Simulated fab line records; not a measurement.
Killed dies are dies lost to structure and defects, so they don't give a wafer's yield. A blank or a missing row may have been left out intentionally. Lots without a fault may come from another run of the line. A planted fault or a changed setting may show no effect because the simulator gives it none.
2 desks looking at one fault	flow n5_finfet	each desk has only its own numbers; what lay behind them comes last

## FOR THE TOOL OWNER'S DESK: rie_diel-05
The tool's own readings at N5_BEOL_M8_TRENCH_ETCH_37 (etches SiCOH lowk in C4F6/O2, target depth 93.478 nm, time 31.2 s): means of the sampled wafers that have a number, for each lot that ran on this tool. Marked OUT: a lot whose mean sits more than 4 standard deviations from the usual mean, which makes it out of limits; the brackets give that distance. Of its 8 readings 7 are shown: the one that was out of limits first, and those that lie furthest out on some lot.
Columns: A = drypump_motor_current_A at N5_BEOL_M8_TRENCH_ETCH_37, usual 5.8 A; B = mfc_ar_sccm at N5_BEOL_M8_TRENCH_ETCH_37, usual 300.0 sccm; C = oes_product_au at N5_BEOL_M8_TRENCH_ETCH_37, usual 0.77 a.u.; D = rf_fwd_power_W at N5_BEOL_M8_TRENCH_ETCH_37, usual 340.0 W; E = run_length_s at N5_BEOL_M8_TRENCH_ETCH_37, usual 54.3 s; F = showerhead_plenum_p_Torr at N5_BEOL_M8_TRENCH_ETCH_37, usual 2.79 Torr; G = throttle_valve_pct at N5_BEOL_M8_TRENCH_ETCH_37, usual 20.93 %
lot	first seen here	A	B	C	D	E	F	G
L315	day 9 14:28	5.4	300.2	0.79	340.7	54.4	2.77	20.82
L321	day 11 06:59	5.3	299.3	0.79	341.2	57.5 (+9.3) OUT	2.77	20.99
L322	day 11 15:50	5.4	300.2	0.86	341.0	57.3 (+8.8) OUT	2.76	20.72
This desk's finding: out of limits on L321, L322; first on L321, day 11 06:59 (run_length_s at N5_BEOL_M8_TRENCH_ETCH_37). In limits: L315.

## THE METROLOGY DESK
Means of the sampled wafers that have a number, per lot and without regard to the tool the lot ran on: this is what the gauges read. Marked OUT: a lot whose mean sits more than 4 standard deviations from the usual mean, which makes it out of limits; the brackets give that distance. Of its 27 readings 7 are shown: the one that was out of limits first, and those that lie furthest out on some lot.
Columns: A = trench_depth_nm at N5_BEOL_M8_OCD_MEAS_38, usual 93.3 nm; B = M8_THK at N5_BEOL_M8_THK_MEAS_53, usual 79.4 nm; C = M8_RS at N5_BEOL_M8_RS_MEAS_57, usual 0.285 ohm/sq; D = COMB_M14 at N5_BEOL_M15_RC_MEAS_101, usual 3.6e-12 S/m; E = SERP_M7 at N5_BEOL_M15_RC_MEAS_101, usual 13.8 ohm/um; F = SERP_M8 at N5_BEOL_M15_RC_MEAS_101, usual 13.9 ohm/um; G = SERP_M8_max_site at N5_BEOL_M15_RC_MEAS_101, usual 14.4 ohm/um
lot	first seen here	A	B	C	D	E	F	G
L315	day 9 14:38	93.0	77.4	0.287	2.8e-12	14.1	14.1	14.6
L321	day 11 07:08	103.4 (+6.3) OUT	90.5 (+5.9) OUT	0.252 (-4.4) OUT	5.4e-12	14.6	12.3	12.7
L322	day 11 15:59	104.0 (+6.7) OUT	90.5 (+5.8) OUT	0.253 (-4.3) OUT	3.1e-12	13.8	12.3	12.7
L335	day 15 04:55	91.6	78.1	0.292	3.0e-12	13.6	14.4	15.0
This desk's finding: out of limits on L321, L322; first on L321, day 11 07:08 (trench_depth_nm at N5_BEOL_M8_OCD_MEAS_38). In limits: L315, L335.

## ALL TOGETHER
On L321, L322, at day 11 06:59, an alarm was possible from the tool owner's desk.
On L321, L322, the metrology desk was in a position to raise an alarm at day 11 07:08.
All the named lots went through N5_BEOL_M8_TRENCH_ETCH_37 on rie_diel-05.

## WHAT THE SIMULATOR HAD INSERTED
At N5_BEOL_M8_TRENCH_ETCH_37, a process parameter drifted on rie_diel-05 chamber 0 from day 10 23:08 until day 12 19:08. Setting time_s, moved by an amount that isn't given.
Struck lots among those shown: L321, L322.
Time in hours from fault onset to the first out-of-limits reading at each desk: tool owner's desk 8, metrology desk 8.
